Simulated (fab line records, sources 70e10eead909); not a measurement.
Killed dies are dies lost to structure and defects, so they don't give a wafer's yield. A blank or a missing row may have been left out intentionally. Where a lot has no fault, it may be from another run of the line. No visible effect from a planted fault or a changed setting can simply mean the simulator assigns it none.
fab line records	flow nand_harc
[record] lots = 12	wafers = 36	last_day = 34
route steps=1302 shown P_BONDPAD@367 A_SOURCE_PLATE@418 A_ONON_D1@425
lots untouched by any fault: they come from a run of this same line in which no faults occurred
start_h: the number of hours between the record's first day and the start of the first shown wafer of the lot	wait_h: hours since the lot's step before	" same as the row above	L1.1+2: a single row standing in for several wafers	- no value, or no start given	* or withheld: withheld	< > ~ a bound
route shown NAME@n: names a module that has steps shown in the file, with the first one's number in the route	usual: average and standard deviation across the fault-free wafers	same: alike in all rows	chamber/n: place in a boat	sites: each site's reading	_std_site: the values' standard deviation	_edge_site: the outer-site mean with the inner-site mean subtracted	radius_mm: how far each site lies from the wafer's centre	mask NAME#n: copy n	behind: the tool/chamber that last shaped the wafer	hold: the reason the lot was held/the length of the hold in hours/how it ended	device: the n, p or np transistor that did not switch	end of line: tests of these same wafers at the route's end	for a step that has no rows: nothing shown but its recipe	killed: count of dies lost to structure and defects at first sort (not the wafer's yield)	map: per-die view of a wafer (x killed, . not killed, _ where there is no die)
set.NAME: the setting the step ran with; set.NAME@STEP: the setting that earlier step ran with	model.NAME: the simulator's own value behind a step, which no gauge read
the route's steps for a sample of lots (tables are steps, rows are wafers)
services: from which hour (start_h, from the record's first day; less than 0 if before it) a tool's chamber was out of use, for how many hours, and why
[[steps]]
[step NHARC_P_BONDPAD_DESCUM_11]
[recipe] time_s = 3	o2_flow_sccm = 200	ar_flow_sccm = 0	bias_power_w = 0	chemistry = O2
[usual] drypump_motor_current_A = 5.8/0.45	oes_product_au = 1.000/0.0095	rf_vpp_V = 57.5/0.92	showerhead_plenum_p_Torr = 1.87/0.065	throttle_valve_pct = 11.311/0.01
[same] time_s = 3
lot.wafer	tool	chamber	start_h	wait_h	drypump_motor_current_A	oes_product_au	rf_hours_counter_h	rf_vpp_V	showerhead_plenum_p_Torr	throttle_valve_pct
L492.4	rie_diel-02	0	144.95	-	5.7	0.992	3.2	57.3	1.83	11.309
L492.5	"	3	"	"	5.3	1.004	-	59.3	1.89	11.312
L492.6	"	0	"	"	5.7	0.987	-	56.3	1.83	11.315
L493.3	rie_diel-02	3	154.38	-	5.3	1.002	3.8	56.4	1.89	11.303
L493.4	"	1	"	"	5.7	1.006	3.4	57.5	1.82	11.317
L493.5	"	3	"	"	5.3	0.998	-	58.6	1.89	11.323
L496.2	rie_diel-09	2	180.35	-	6.4	1.004	0.9	57.9	1.93	11.318
L496.4	"	3	"	"	5.5	1.002	-	57.3	1.90	11.322
L496.6	"	1	"	"	6.1	1.010	-	56.9	1.94	11.293
L497.4	rie_diel-09	2	203.05	-	6.4	0.995	2.2	57.7	1.93	11.301
L497.5	"	3	"	"	5.4	1.018	-	57.8	1.90	11.310
L497.6	"	0	"	"	6.5	1.005	-	58.1	1.86	11.309
L498.4	rie_diel-09	2	210.08	-	6.4	0.992	2.4	58.9	1.93	11.322
L498.2	"	3	"	"	5.4	0.998	2.5	57.5	1.90	11.314
L498.1	"	0	"	"	6.5	1.017	1.6	58.4	1.86	11.303
L501.4	rie_diel-11	2	234.21	-	5.4	1.005	7.0	57.8	1.84	11.295
L501.2	"	0	"	"	5.7	0.996	7.9	57.9	2.04	11.314
L501.6	"	3	"	"	5.8	0.992	-	57.5	1.80	11.308
L502.3	rie_diel-02	0	248.68	-	5.7	0.999	1.1	56.7	1.82	11.299
L502.5	"	0	"	"	5.6	0.998	-	58.0	1.83	11.323
L502.6	"	1	"	"	5.7	0.997	-	56.9	1.82	11.325
L505.2	rie_diel-02	0	277.05	-	5.6	1.003	2.1	57.5	1.82	11.316
L505.5	"	0	"	"	5.6	0.997	-	58.2	1.83	11.316
L505.6	"	1	"	"	5.7	1.004	-	58.3	1.82	11.302
L506.2	rie_diel-09	1	279.22	-	6.1	0.997	6.8	55.9	1.94	11.305
L506.1	"	2	"	"	6.5	0.989	6.8	57.1	1.93	11.308
L506.4	"	3	"	"	5.4	1.004	6.8	57.3	1.90	11.287
L513.1	rie_diel-09	1	348.01	-	6.1	1.005	0.9	57.8	1.93	11.319
L513.2	"	3	"	"	5.4	1.000	1.3	57.5	1.90	11.320
L513.6	"	0	"	"	6.5	1.014	-	56.8	1.86	11.300
L512.2	rie_diel-02	2	349.25	-	6.4	1.015	5.0	58.8	1.79	11.313
L512.1	"	3	"	"	5.3	0.985	5.0	57.6	1.89	11.320
L512.6	"	3	"	"	5.3	0.980	-	58.3	1.89	11.323
L514.4	rie_diel-11	3	360.96	-	5.7	1.017	4.4	58.4	1.80	11.305
L514.3	"	0	"	"	5.7	0.989	4.2	59.2	2.03	11.307
L514.5	"	1	"	"	4.8	0.999	-	56.9	2.03	11.303
[step NHARC_A_SOURCE_PLATE_CVD_03]
[recipe] target_thk_a = 2000	temp_c = 620	pressure_mtorr = 200	time_s = 4000	material = poly-Si
[usual] spike_tc_bottom_C = 643.5/2.1	spike_tc_centre_C = 620.7/1.4	spike_tc_lower_C = 619.6/1.1	spike_tc_top_C = 637.2/2.6	spike_tc_upper_C = 620.5/1.4	zone_power_upper_pct = 9.2/0.46
[same] time_s = 4000
lot.wafer	tool	chamber	start_h	wait_h	spike_tc_bottom_C	spike_tc_centre_C	spike_tc_lower_C	spike_tc_top_C	spike_tc_upper_C	zone_power_upper_pct
L492.4	lpcvd_poly-02	0	159.30	-	645.8	620.3	619.7	637.3	622.8	8.9
L492.5	"	0	"	"	644.8	621.3	620.8	641.1	619.9	9.0
L492.6	"	0	"	"	646.3	620.0	620.1	639.1	620.2	9.0
L493.3	lpcvd_poly-04	0	169.27	-	641.8	618.5	619.5	635.0	617.1	9.8
L493.4	"	0	"	"	642.4	621.4	619.6	633.3	619.8	9.7
L493.5	"	0	"	"	644.7	621.4	618.1	633.4	619.8	9.7
L496.2	lpcvd_poly-02	0	196.36	-	646.1	619.9	617.6	638.5	621.3	9.0
L496.4	"	0	"	"	645.7	619.0	617.1	640.8	620.9	9.1
L496.6	"	0	"	"	645.1	623.3	620.1	641.0	621.8	9.1
L497.4	lpcvd_poly-04	0	219.07	-	642.1	619.6	617.5	634.4	619.0	9.7
L497.5	"	0	"	"	641.2	620.9	619.9	633.2	620.1	9.7
L497.6	"	0	"	"	643.2	619.0	618.0	634.0	619.3	9.7
L498.1	lpcvd_poly-04	0	227.40	-	644.1	620.4	618.6	637.1	619.4	9.7
L498.2	"	0	"	"	642.0	619.6	620.6	635.2	619.9	9.6
L498.4	"	0	"	"	642.3	620.0	618.1	633.9	619.8	9.8
L501.2	lpcvd_poly-04	0	250.29	-	642.5	621.4	620.3	636.0	618.5	9.8
L501.4	"	0	"	"	641.8	620.7	618.6	632.5	619.2	9.8
L501.6	"	0	"	"	642.1	621.4	620.0	635.3	621.3	9.5
L502.3	lpcvd_poly-02	0	267.07	-	645.8	619.4	619.6	640.1	621.6	9.0
L502.5	"	0	"	"	645.0	620.6	618.8	639.0	621.9	8.9
L502.6	"	0	"	"	645.0	621.3	619.7	640.5	620.7	9.2
L505.2	lpcvd_poly-02	0	291.82	-	661.1	635.5	635.9	653.7	638.7	9.7
L505.5	"	0	"	"	660.7	634.9	635.3	656.9	638.0	9.5
L505.6	"	0	"	"	661.5	635.9	635.1	653.4	638.5	9.6
L506.1	lpcvd_poly-02	0	291.82	-	659.9	636.8	636.0	654.5	638.5	9.6
L506.2	"	0	"	"	658.3	636.5	635.5	655.6	638.8	9.5
L506.4	"	0	"	"	662.2	636.9	635.4	655.4	638.0	9.6
L512.1	lpcvd_poly-02	0	363.33	-	645.4	619.4	619.5	637.9	621.2	9.2
L512.2	"	0	"	"	646.0	621.1	620.5	639.5	622.3	9.2
L512.6	"	0	"	"	644.7	619.9	619.5	641.1	622.6	9.1
L513.1	lpcvd_poly-02	0	363.33	-	644.6	619.6	618.9	639.7	621.3	9.1
L513.2	"	0	"	"	644.8	623.5	619.1	639.4	621.7	9.1
L513.6	"	0	"	"	644.5	619.4	620.6	639.9	620.9	9.1
L514.3	lpcvd_poly-01	0	375.56	-	642.3	621.0	619.7	637.3	619.5	8.5
L514.4	"	0	"	"	642.1	621.2	619.4	638.3	620.7	8.7
L514.5	"	0	"	"	639.5	622.6	619.2	636.1	619.9	8.4
[step NHARC_A_SOURCE_PLATE_THK_MEAS_06]
[recipe] thk_meas_gauge = ellipsometry
[usual] thk_nm = 199.3/2.2
lot.wafer	tool	chamber	start_h	wait_h	thk_nm
L492.4	film_metro-02	-	170.01	0.4	199.7
L492.5	"	-	"	"	199.4
L492.6	"	-	"	"	199.3
L493.3	film_metro-02	-	179.69	0.4	202.1
L493.4	"	-	"	"	200.1
L493.5	"	-	"	"	200.6
L496.2	film_metro-02	-	206.39	0.4	201.7
L496.4	"	-	"	"	202.4
L496.6	"	-	"	"	204.6
L497.4	film_metro-02	-	229.86	0.4	201.1
L497.5	"	-	"	"	200.8
L497.6	"	-	"	"	200.6
L498.1	film_metro-02	-	241.58	0.4	202.7
L498.2	"	-	"	"	202.0
L498.4	"	-	"	"	198.2
L501.2	film_metro-01	-	262.79	0.4	198.1
L501.4	"	-	"	"	196.3
L501.6	"	-	"	"	197.6
L502.3	film_metro-02	-	277.33	0.4	201.8
L502.5	"	-	"	"	199.8
L502.6	"	-	"	"	198.9
L506.1	film_metro-02	-	304.62	0.4	286.8
L506.2	"	-	"	"	287.7
L506.4	"	-	"	"	287.0
L505.2	film_metro-01	-	304.62	0.4	284.4
L505.5	"	-	"	"	285.6
L505.6	"	-	"	"	284.9
L512.1	film_metro-02	-	373.82	0.4	199.5
L512.2	"	-	"	"	196.0
L512.6	"	-	"	"	200.0
L513.1	film_metro-02	-	373.83	0.4	199.0
L513.2	"	-	"	"	199.2
L513.6	"	-	"	"	197.7
L514.3	film_metro-02	-	388.18	2.5	197.0
L514.4	"	-	"	"	197.2
L514.5	"	-	"	"	198.1
[step NHARC_A_ONON_D1_THK_MEAS_02]
[recipe] thk_meas_gauge = ellipsometry
[usual] thk_nm = 1005/8.3
lot.wafer	tool	chamber	start_h	wait_h	thk_nm
L492.4	film_metro-01	-	170.65	-	1018
L492.5	"	-	"	"	1016
L492.6	"	-	"	"	1016
L493.3	film_metro-02	-	180.35	-	1007
L493.4	"	-	"	"	1008
L493.5	"	-	"	"	1008
L496.2	film_metro-02	-	207.03	-	1010
L496.4	"	-	"	"	1009
L496.6	"	-	"	"	1009
L497.4	film_metro-01	-	230.54	-	996
L497.5	"	-	"	"	994
L497.6	"	-	"	"	995
L498.1	film_metro-01	-	242.22	-	1004
L498.2	"	-	"	"	1004
L498.4	"	-	"	"	1006
L501.2	film_metro-02	-	263.48	-	1016
L501.4	"	-	"	"	1016
L501.6	"	-	"	"	1016
L502.3	film_metro-01	-	277.98	-	999
L502.5	"	-	"	"	998
L502.6	"	-	"	"	999
L506.1	film_metro-01	-	305.26	-	1009
L506.2	"	-	"	"	1007
L506.4	"	-	"	"	1007
L505.2	film_metro-02	-	305.26	-	988
L505.5	"	-	"	"	988
L505.6	"	-	"	"	987
L512.1	film_metro-02	-	388.00	-	1010
L512.2	"	-	"	"	1011
L512.6	"	-	"	"	1011
L513.1	film_metro-02	-	388.00	-	1009
L513.2	"	-	"	"	1006
L513.6	"	-	"	"	1007
L514.3	film_metro-02	-	388.91	-	1008
L514.4	"	-	"	"	1007
L514.5	"	-	"	"	1007
[step NHARC_A_ONON_D1_THK_MEAS_08]
[recipe] thk_meas_gauge = ellipsometry
[usual] thk_nm = 997/9.9
lot.wafer	tool	chamber	start_h	wait_h	thk_nm
L492.4	film_metro-01	-	171.77	-	1006
L492.5	"	-	"	"	1004
L492.6	"	-	"	"	1007
L493.3	film_metro-02	-	181.49	-	1001
L493.4	"	-	"	"	1000
L493.5	"	-	"	"	999
L496.2	film_metro-02	-	208.16	-	988
L496.4	"	-	"	"	987
L496.6	"	-	"	"	989
L497.4	film_metro-02	-	231.69	-	998
L497.5	"	-	"	"	996
L497.6	"	-	"	"	997
L498.1	film_metro-01	-	243.35	-	1002
L498.2	"	-	"	"	1001
L498.4	"	-	"	"	1003
L501.2	film_metro-02	-	264.62	-	1003
L501.4	"	-	"	"	1001
L501.6	"	-	"	"	1001
L502.3	film_metro-02	-	279.11	-	988
L502.5	"	-	"	"	990
L502.6	"	-	"	"	988
L506.1	film_metro-02	-	306.39	-	1004
L506.2	"	-	"	"	1003
L506.4	"	-	"	"	1005
L505.2	film_metro-01	-	306.39	-	1000
L505.5	"	-	"	"	1000
L505.6	"	-	"	"	999
L512.1	film_metro-02	-	389.13	-	976
L512.2	"	-	"	"	975
L512.6	"	-	"	"	978
L513.1	film_metro-02	-	389.15	-	998
L513.2	"	-	"	"	997
L513.6	"	-	"	"	998
L514.3	film_metro-02	-	390.05	-	1007
L514.4	"	-	"	"	1007
L514.5	"	-	"	"	1010
[[services]]
tool	chamber	start_h	hours	kind
rie_diel-02	0	122.20	-	clean
rie_diel-02	1	122.20	-	clean
rie_diel-02	2	122.20	-	clean
rie_diel-02	3	122.20	-	clean
rie_diel-09	0	122.23	-	clean
rie_diel-09	1	122.23	-	clean
rie_diel-09	2	122.23	-	clean
rie_diel-11	1	126.48	5.3	repair
rie_diel-02	-	132.26	4.9	repair
rie_diel-09	2	134.31	1.2	repair
rie_diel-09	-	143.10	9.0	pm
rie_diel-02	0	171.23	6.1	repair
rie_diel-09	0	176.02	18.0	repair
rie_diel-11	-	198.90	0.4	repair
rie_diel-11	3	204.85	2.6	repair
lpcvd_poly-02	-	206.18	26.0	pm
rie_diel-02	-	216.70	9.0	pm
lpcvd_poly-04	-	247.31	2.3	repair
rie_diel-11	-	255.50	9.0	pm
rie_diel-09	3	302.88	4.0	repair
rie_diel-11	-	308.19	0.2	repair
rie_diel-09	-	320.10	9.0	pm
rie_diel-11	1	327.54	19.9	repair
rie_diel-02	3	367.00	4.6	repair
[[key]]
[first_sign] step = NHARC_A_SOURCE_PLATE_CVD_03	reading = spike_tc_lower_C	direction = up	sigmas = 15	usual = 619.6	struck = 635.5
[effect] step = NHARC_A_SOURCE_PLATE_CVD_03	reading = spike_tc_upper_C	direction = up	sigmas = 13	usual = 620.5	struck = 638.4
[effect] step = NHARC_A_SOURCE_PLATE_THK_MEAS_06	reading = thk_nm	direction = up	sigmas = 39	usual = 199.3	struck = 286.1
met_at NHARC_A_SOURCE_PLATE_CVD_03
struck_lots L505,L506
tester_left_out L505,L506
not_acting_at NHARC_P_BONDPAD_DESCUM_11,NHARC_A_ONON_D1_THK_MEAS_02,NHARC_A_ONON_D1_THK_MEAS_08
onset_between 267.07 291.82
[fault] kind = process_parameter_drift	tool = lpcvd_poly-02	chamber = -	onset_h = 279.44	steps = NHARC_A_SOURCE_PLATE_CVD_03	channel = temp_c	offset = *	shape = step	end_h = 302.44	acts_in = *	stated = *
// tester_left_out: of these lots the tester's yield and bins aren't shown, on N5 and GAA mostly nor the transistor test; their killed dies are dies lost to structure and defects alone, not to doping, threshold or leakage, so they don't give the yield
